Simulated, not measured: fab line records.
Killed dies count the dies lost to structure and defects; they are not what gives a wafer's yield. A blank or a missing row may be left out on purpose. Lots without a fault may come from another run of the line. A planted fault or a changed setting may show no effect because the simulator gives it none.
Which tool is to blame? | flow nand-harc | Sampling: 13 lots, 39 wafers, 4 of 1159 route steps

WHAT THE GAUGES READ, wafer by wafer
NHARC_A_SGD_CUT_OVL_MEAS_10.
lot  | measured     | on         | overlay-x-nm (nm) | overlay-y-nm (nm)
L473 | day 13 22:56 | overlay-02 | 0.3 0.6 1.4       | -1.2 -0.6 -0.2
L475 | day 14 04:08 | overlay-02 | -0.3 -0.5 -0.2    | -0.1 0.1 0.1
L474 | day 14 08:41 | overlay-02 | -0.5 -0.1 -0.2    | 1.0 0.7 0.9
L477 | day 14 08:59 | overlay-01 | 0.5 0.6 1.1       | 1.0 0.4 1.3
L478 | day 15 15:13 | overlay-01 | -0.3 -0.3 -0.5    | 0.8 1.1 0.9
L481 | day 16 02:16 | overlay-01 | 1.4 1.1 1.6       | -1.7 -1.0 -1.5
L482 | day 16 03:41 | overlay-01 | 0.1 0.7 1.0       | -0.2 -0.7 0.1
L480 | day 16 04:11 | overlay-01 | -0.3 0.0 -0.3     | -0.8 -0.4 -0.6
L484 | day 17 01:43 | overlay-01 | -0.5 -0.1 -0.1    | -1.0 -1.8 -1.3
L487 | day 17 02:43 | overlay-02 | -0.6 -0.6 -1.4    | -0.1 -0.8 -0.7
L486 | day 17 13:33 | overlay-02 | -0.2 0.3 -0.2     | 0.7 0.5 0.3
L491 | day 19 04:49 | overlay-01 | -1.1 -1.1 -0.7    | 0.9 0.8 1.2
L495 | day 20 02:43 | overlay-02 | -1.0 -1.1 -0.7    | -1.7 -1.3 -1.4

NHARC_END_SORT_01.
lot  | measured     | on        | killed-at-array | killed-at-other | killed-at-periphery | killed-dies | killed-open | killed-short
L481 | day 21 22:05 | prober-02 | 45 42           | 0 1             | 1 3                 | 46 46       | 6 2         | 1 1
L482 | day 21 12:47 | prober-02 | 15 18 15        | 2 0 2           | 2 2 0               | 19 20 17    | 2 1 1       | 3 2 0
L480 | day 21 14:24 | prober-01 | 14              | 0               | 12                  | 26          | 1           | 5
L484 | day 22 05:33 | prober-01 | 21              | 3               | 2                   | 26          | 3           | 2
L487 | day 22 06:22 | prober-02 | 35 34           | 0 0             | 1 1                 | 36 35       | 3 2         | 0 0
L486 | day 23 03:23 | prober-01 | 35 26 18        | 2 0 1           | 2 4 3               | 39 30 22    | 3 5 3       | 1 1 1
L491 | day 24 20:59 | prober-02 | 673 28 37       | 0 0 1           | 4 0 2               | 677 28 40   | 4 1 1       | 2 0 4

WHICH TOOL RAN EACH LOT (tool, then ch and the chambers of the sampled wafers, then the start)
lot  | NHARC_A_SGD_CUT_DESCUM_14          | NHARC_A_SGD_CUT_ETCH_16
L473 | rie-diel-09 ch 1,2,3, day 13 23:04 | rie-diel-09 ch 2,3, day 14 00:07
L475 | rie-diel-04 ch 0,2,3, day 14 04:15 | rie-diel-04 ch 0,1,3, day 14 04:49
L474 | rie-diel-06 ch 0,2, day 14 08:47   | rie-diel-06 ch 1,2, day 14 09:21
L477 | rie-diel-04 ch 0,2,3, day 14 09:05 | rie-diel-04 ch 1,2, day 14 09:50
L478 | rie-diel-06 ch 1,2,3, day 15 15:19 | rie-diel-06 ch 1,2,3, day 15 15:56
L481 | rie-diel-06 ch 0,1,3, day 16 02:22 | rie-diel-06 ch 0,1,2, day 16 02:56
L482 | rie-diel-09 ch 0,1,2, day 16 03:48 | rie-diel-09 ch 0,1, day 16 04:22
L480 | rie-diel-06 ch 0,1, day 16 04:17   | rie-diel-06 ch 1,3, day 16 04:52
L484 | rie-diel-04 ch 1,2,3, day 17 01:50 | rie-diel-04 ch 0,1,2, day 17 02:25
L487 | rie-diel-06 ch 0,2, day 17 02:48   | rie-diel-06 ch 1,2,3, day 17 03:23
L486 | rie-diel-04 ch 1,2, day 17 13:39   | rie-diel-04 ch 0,3, day 17 14:13
L491 | rie-diel-04 ch 0,1,2, day 19 04:55 | rie-diel-04 ch 0,2, day 19 05:29
L495 | rie-diel-06 ch 0,1,3, day 20 02:49 | rie-diel-06 ch 0,1,2, day 20 03:23
- NHARC_A_SGD_CUT_DESCUM_14: chemistry O2, time 3 s.
- NHARC_A_SGD_CUT_ETCH_16: etches the open film in C4F8/O2/Ar, target depth 310.5 nm, time 155.2 s.

AS READ BY THE TOOLS THEMSELVES (means over the sampled wafers that have a number; for cases with no such wafer, the mark the record gives instead)
NHARC_A_SGD_CUT_DESCUM_14.
lot  | tool        | drypump-motor-current-A (A) | oes-product-au (a.u.) | rf-vpp-V (V) | showerhead-plenum-p-Torr (Torr) | throttle-valve-pct (%)
L473 | rie-diel-09 | 5.9                         | 1.004                 | 58.4         | 1.90                            | 11.314
L475 | rie-diel-04 | 5.8                         | 0.992                 | 58.3         | 1.91                            | 11.313
L474 | rie-diel-06 | 5.5                         | 1.001                 | 56.8         | 1.80                            | 11.308
L477 | rie-diel-04 | 5.8                         | 1.001                 | 58.3         | 1.91                            | 11.307
L478 | rie-diel-06 | 5.8                         | 1.006                 | 57.2         | 1.92                            | 11.322
L481 | rie-diel-06 | 5.3                         | 1.001                 | 58.5         | 1.92                            | 11.307
L482 | rie-diel-09 | 5.8                         | 1.000                 | 57.9         | 1.96                            | 11.311
L480 | rie-diel-06 | 5.2                         | 0.997                 | 56.8         | 1.85                            | 11.310
L484 | rie-diel-04 | 5.8                         | 1.005                 | 57.3         | 1.89                            | 11.308
L487 | rie-diel-06 | 6.0                         | 1.009                 | 57.6         | 1.79                            | 11.311
L486 | rie-diel-04 | 5.8                         | 1.008                 | 57.8         | 1.90                            | 11.304
L491 | rie-diel-04 | 5.8                         | 1.012                 | 58.2         | 1.92                            | 11.315
L495 | rie-diel-06 | 5.3                         | 0.999                 | 57.9         | 1.92                            | 11.310

NHARC_A_SGD_CUT_ETCH_16.
lot  | tool        | oes-product-au (a.u.) | rf-vpp-V (V) | run-length-s (s)
L473 | rie-diel-09 | 0.925                 | 720          | 176.59
L475 | rie-diel-04 | 0.985                 | 719          | 176.87
L474 | rie-diel-06 | 0.982                 | 723          | 176.62
L477 | rie-diel-04 | 0.995                 | 723          | 176.74
L478 | rie-diel-06 | 0.976                 | 723          | 176.61
L481 | rie-diel-06 | 0.981                 | 720          | 176.65
L482 | rie-diel-09 | 0.935                 | 727          | 176.79
L480 | rie-diel-06 | 0.971                 | 725          | 176.66
L484 | rie-diel-04 | 0.986                 | 724          | 176.81
L487 | rie-diel-06 | 0.976                 | 722          | 176.74
L486 | rie-diel-04 | 0.958                 | 721          | 176.76
L491 | rie-diel-04 | 0.974                 | 727          | 140.45
L495 | rie-diel-06 | 0.984                 | 719          | 176.54

THE ANSWER, worked out from the rows above alone
Rule: the lots themselves supply what counts as usual. The widest of any qualifying gaps counts: lots, ordered by their means at a reading, are off when they make up no more than a third of the lots, leave a main group of 4 or more, and stand apart from it by 3 or more times the standard deviation of that group's means. Not used: any main group whose means are identical at the precision the tables above print for the reading. A lot without any number at a reading at which 4 lots or more have one is off too. Any other lot the step has rows for is counted as sound. The gauges are gone through in route order, then the tools' own readings, and for those a lot's mean is taken as printed above. The first step at which some lot is off is used, and at that step the reading that is off furthest; a lot without a number counts as furthest.
Off, at NHARC_END_SORT_01 on killed-dies: L491. Main group: mean 30, sd 8.6. Neither off nor sound, because the step has no rows for them: L473, L475, L474, L477, L478, L495.
A tool fits if, at a process step before that reading, it ran every lot that is off, and no sound lot after the first of them. Not tried: the gauges at NHARC_END_SORT_01; whatever is off there is also off at NHARC_A_SGD_CUT_ETCH_16, on other tools, and gauge error can't account for it. One fits: NHARC_A_SGD_CUT_DESCUM_14 and NHARC_A_SGD_CUT_ETCH_16 on rie-diel-04. At NHARC_A_SGD_CUT_DESCUM_14 its last sound lot is L486 (day 17 13:39), its first lot that is off L491 (day 19 04:55): a fault that began between those two fits.

WHAT HAD BEEN PUT IN BY THE SIMULATOR
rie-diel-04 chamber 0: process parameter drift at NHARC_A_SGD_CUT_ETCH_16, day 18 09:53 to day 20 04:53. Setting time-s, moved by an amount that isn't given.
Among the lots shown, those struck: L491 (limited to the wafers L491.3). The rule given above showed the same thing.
